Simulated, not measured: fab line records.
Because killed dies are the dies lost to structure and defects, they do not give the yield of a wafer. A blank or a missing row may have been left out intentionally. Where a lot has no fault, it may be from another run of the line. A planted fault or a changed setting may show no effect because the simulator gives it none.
Split-lot experiment ; flow n5 finfet ; 7 lots, 21 wafers read, on a route of 1938 steps

== THE SPLIT ==
At N5_BEOL_M7_HM_DEP_02 (deposits TiN, target thk 20 nm), the setting target thk a was moved away from the recipe's 200 angstrom on 5 of the 21 wafers read, by -11.4% to -4.8%. The other wafers ran this setting at the recipe's value.

The reading comes from the split's own step.

== THE READING ==
TiN_of_BEOL_M7_HM_DEP_02.thk nm (the simulator's own value, which no gauge read), in nm, at N5_BEOL_M7_HM_DEP_02 (deposits TiN, target thk 20 nm). There is no usual value for it anywhere in the file. Across the 16 wafers here that went through the recipe, the average is 20.0 nm and the standard deviation 0.15 nm.

wafer;tool, chamber at the split;target thk a as run, angstrom;against the recipe;TiN_of_BEOL_M7_HM_DEP_02.thk nm, nm;against lot-mates on the recipe
L078.1;pvd sputter-02, -;200;recipe;20.2;-
L078.3;pvd sputter-02, -;200;recipe;20.2;-
L078.6;pvd sputter-02, -;200;recipe;20.4;-
L079.1;pvd sputter-01, -;200;recipe;20;-
L079.3;pvd sputter-01, -;190.4;-4.8%;18.8;-1.2
L079.6;pvd sputter-01, -;190.4;-4.8%;18.8;-1.2
L081.3;pvd sputter-01, -;200;recipe;20;-
L081.6;pvd sputter-01, -;200;recipe;20;-
L081.5;pvd sputter-01, -;200;recipe;20.2;-
L088.1;pvd sputter-03, -;200;recipe;20;-
L088.3;pvd sputter-03, -;200;recipe;20;-
L088.4;pvd sputter-03, -;200;recipe;20;-
L090.2;pvd sputter-02, -;200;recipe;20;-
L090.4;pvd sputter-02, -;200;recipe;20;-
L090.5;pvd sputter-02, -;177.2;-11.4%;17.8;-2.2
L092.1;pvd sputter-01, -;181.5;-9.3%;17.8;-2.0
L092.3;pvd sputter-01, -;200;recipe;19.8;-
L092.5;pvd sputter-01, -;181.5;-9.3%;18;-1.8
L095.1;pvd sputter-03, -;200;recipe;20;-
L095.3;pvd sputter-03, -;200;recipe;20;-
L095.6;pvd sputter-03, -;200;recipe;19.8;-

FIT RESULTS
A straight line over all 21 wafers: TiN_of_BEOL_M7_HM_DEP_02.thk nm changes by +0.22 nm for each +1% of target thk a; r = +0.98; the points scatter about the line by 0.16 nm.
The same after taking each lot's own level away (the mean of its wafers on the recipe; 21 wafers): +0.205 nm for each +1%; r = +0.99; scatter 0.1 nm.
On that fit, the largest move of target thk a shifts the reading by 2.3 nm.
The span of the lots' own levels, 19.80 to 20.27 nm, comes to 3.2 times the standard deviation stated above.
The two slopes are in agreement: the lot-to-lot level therefore moves the slope only a little.
Check: with one of the wafers moved furthest among these (-11.4%) left out of the fit, the line predicts -2.44 nm for it against its lot-mates. Against them it came out at -2.2 nm.

== OTHER SPLITS ON THESE WAFERS ==
Other splits were also applied to these wafers ahead of the reading. Each is held against what the fit with the lots' levels taken away leaves over:
other split on the same wafers;wafers away from the commonest value;r with TiN_of_BEOL_M7_HM_DEP_02.thk nm (lot level and that fit taken away)
N5_BEOL_M0_SAQP_PECVD_00 time s;8;-0.06
N5_BEOL_M0_SAQP_PECVD_97 time s;8;+0.12
N5_BEOL_M0_ETCH_138 source w;7;+0.12
N5_BEOL_M1_ETCH_70 time s;4;+0.07
N5_BEOL_M1_TRENCH_ETCH_37 source w;7;+0.00
N5_BEOL_M2_DESCUM_33 time s;3;-0.13
N5_BEOL_M2_TRENCH_ETCH_37 bias w;6;-0.46
N5_BEOL_M3_COAT_05 spin rpm;7;+0.20
N5_BEOL_M5_COAT_22 spin rpm;7;-0.04
N5_BEOL_M5_ETCH_68 time s;6;+0.03

== THE FILE'S OWN FIT ==
TiN_of_BEOL_M7_HM_DEP_02.thk nm changes by +0.203 nm for each +1% of target thk a, r = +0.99.
